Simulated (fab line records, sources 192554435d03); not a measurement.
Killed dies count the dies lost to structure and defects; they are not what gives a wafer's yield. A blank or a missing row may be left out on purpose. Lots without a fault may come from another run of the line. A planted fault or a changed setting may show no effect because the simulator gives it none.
Matching of chambers || flow n5_finfet || pecvd-03 running N5_GATE_CUT_PECVD_57: 3 sister chambers
The step deposits SiNx from SiH4/NH3/N2, target thk 21 nm. 16 wafers are shown with their chamber, then 8 later ones without.

WAFERS PAIRED WITH THEIR CHAMBERS
{"wafer": "L074.2", "chamber": 1, "throttle_valve_pct (%)": 38.6, "showerhead_plenum_p_Torr (Torr)": 5.14, "rf_fwd_power_W (W)": 297.4}
{"wafer": "L074.4", "chamber": 2, "throttle_valve_pct (%)": 36.1, "showerhead_plenum_p_Torr (Torr)": 5.16, "rf_fwd_power_W (W)": 299.9}
{"wafer": "L074.5", "chamber": 0, "throttle_valve_pct (%)": 38.4, "showerhead_plenum_p_Torr (Torr)": 5.13, "rf_fwd_power_W (W)": 296.9}
{"wafer": "L075.1", "chamber": 0, "throttle_valve_pct (%)": 38.5, "showerhead_plenum_p_Torr (Torr)": 5.13, "rf_fwd_power_W (W)": 298.2}
{"wafer": "L075.3", "chamber": 2, "throttle_valve_pct (%)": 36.3, "showerhead_plenum_p_Torr (Torr)": 5.15, "rf_fwd_power_W (W)": 296.8}
{"wafer": "L075.6", "chamber": 1, "throttle_valve_pct (%)": 38.7, "showerhead_plenum_p_Torr (Torr)": 5.12, "rf_fwd_power_W (W)": 297.2}
{"wafer": "L078.2", "chamber": 1, "throttle_valve_pct (%)": 38.7, "showerhead_plenum_p_Torr (Torr)": 5.13, "rf_fwd_power_W (W)": 296.3}
{"wafer": "L078.3", "chamber": 2, "throttle_valve_pct (%)": 36.4, "showerhead_plenum_p_Torr (Torr)": 5.16, "rf_fwd_power_W (W)": 296.7}
{"wafer": "L078.5", "chamber": 0, "throttle_valve_pct (%)": 38.7, "showerhead_plenum_p_Torr (Torr)": 5.12, "rf_fwd_power_W (W)": 297.0}
{"wafer": "L079.1", "chamber": 0, "throttle_valve_pct (%)": 38.7, "showerhead_plenum_p_Torr (Torr)": 5.13, "rf_fwd_power_W (W)": 297.6}
{"wafer": "L079.4", "chamber": 1, "throttle_valve_pct (%)": 38.7, "showerhead_plenum_p_Torr (Torr)": 5.15, "rf_fwd_power_W (W)": 296.5}
{"wafer": "L079.6", "chamber": 0, "throttle_valve_pct (%)": 38.5, "showerhead_plenum_p_Torr (Torr)": 5.13, "rf_fwd_power_W (W)": 297.8}
{"wafer": "L081.2", "chamber": 1, "throttle_valve_pct (%)": 38.7, "showerhead_plenum_p_Torr (Torr)": 5.13, "rf_fwd_power_W (W)": 295.5}
{"wafer": "L081.3", "chamber": 0, "throttle_valve_pct (%)": 38.8, "showerhead_plenum_p_Torr (Torr)": 5.13, "rf_fwd_power_W (W)": 297.3}
{"wafer": "L081.4", "chamber": 1, "throttle_valve_pct (%)": 38.4, "showerhead_plenum_p_Torr (Torr)": 5.12, "rf_fwd_power_W (W)": 296.0}
{"wafer": "L083.1", "chamber": 2, "throttle_valve_pct (%)": 36.0, "showerhead_plenum_p_Torr (Torr)": 5.16, "rf_fwd_power_W (W)": 298.8}

SIGNATURES, as means of the wafers listed above
{"reading": "throttle_valve_pct", "chamber 0": 38.600, "chamber 1": 38.633, "chamber 2": 36.200, "scatter within a chamber": 0.15}
{"reading": "showerhead_plenum_p_Torr", "chamber 0": 5.1283, "chamber 1": 5.1317, "chamber 2": 5.1575, "scatter within a chamber": 0.00805}
{"reading": "rf_fwd_power_W", "chamber 0": 297.467, "chamber 1": 296.483, "chamber 2": 298.050, "scatter within a chamber": 0.928}
Rule: a wafer lies at a distance from a chamber equal to the root of the sum of squares, over the readings, of (its reading less the chamber's mean, divided by the reading's scatter). If the next closest chamber is less than 2 further off than the closest, the wafer can't be placed; otherwise it belongs to the closest. The scatter: take each reading less its chamber's mean, square it, sum over the shown wafers, divide by the number of wafers less the number of chambers, and take the root.

WAFERS MISSING THEIR CHAMBER
{"wafer": "L083.3", "throttle_valve_pct (%)": 38.5, "showerhead_plenum_p_Torr (Torr)": 5.13, "rf_fwd_power_W (W)": 297.0}
{"wafer": "L083.6", "throttle_valve_pct (%)": 38.7, "showerhead_plenum_p_Torr (Torr)": 5.13, "rf_fwd_power_W (W)": 298.4}
{"wafer": "L089.1", "throttle_valve_pct (%)": 36.4, "showerhead_plenum_p_Torr (Torr)": 5.16, "rf_fwd_power_W (W)": 298.9}
{"wafer": "L089.3", "throttle_valve_pct (%)": 38.5, "showerhead_plenum_p_Torr (Torr)": 5.13, "rf_fwd_power_W (W)": 297.0}
{"wafer": "L089.5", "throttle_valve_pct (%)": 38.6, "showerhead_plenum_p_Torr (Torr)": 5.13, "rf_fwd_power_W (W)": 295.7}
{"wafer": "L096.1", "throttle_valve_pct (%)": 36.5, "showerhead_plenum_p_Torr (Torr)": 5.16, "rf_fwd_power_W (W)": 300.6}
{"wafer": "L096.2", "throttle_valve_pct (%)": 38.8, "showerhead_plenum_p_Torr (Torr)": 5.14, "rf_fwd_power_W (W)": 296.9}
{"wafer": "L096.5", "throttle_valve_pct (%)": 37.0, "showerhead_plenum_p_Torr (Torr)": 5.15, "rf_fwd_power_W (W)": 299.0}

WHICH CHAMBER EACH ONE RAN IN
{"wafer": "L083.3", "from the rows above": "can't be placed: 0 or 1", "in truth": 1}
{"wafer": "L083.6", "from the rows above": "can't be placed: 0 or 1", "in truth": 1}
{"wafer": "L089.1", "from the rows above": 2, "in truth": 2}
{"wafer": "L089.3", "from the rows above": "can't be placed: 0 or 1", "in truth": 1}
{"wafer": "L089.5", "from the rows above": "can't be placed: 1 or 0", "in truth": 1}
{"wafer": "L096.1", "from the rows above": 2, "in truth": 2}
{"wafer": "L096.2", "from the rows above": "can't be placed: 1 or 0", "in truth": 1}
{"wafer": "L096.5", "from the rows above": 2, "in truth": 2}
3 of 8 placed correctly. Not placeable from these rows: 5 (in 5, the candidates include the true chamber). Placed wrongly: 0.
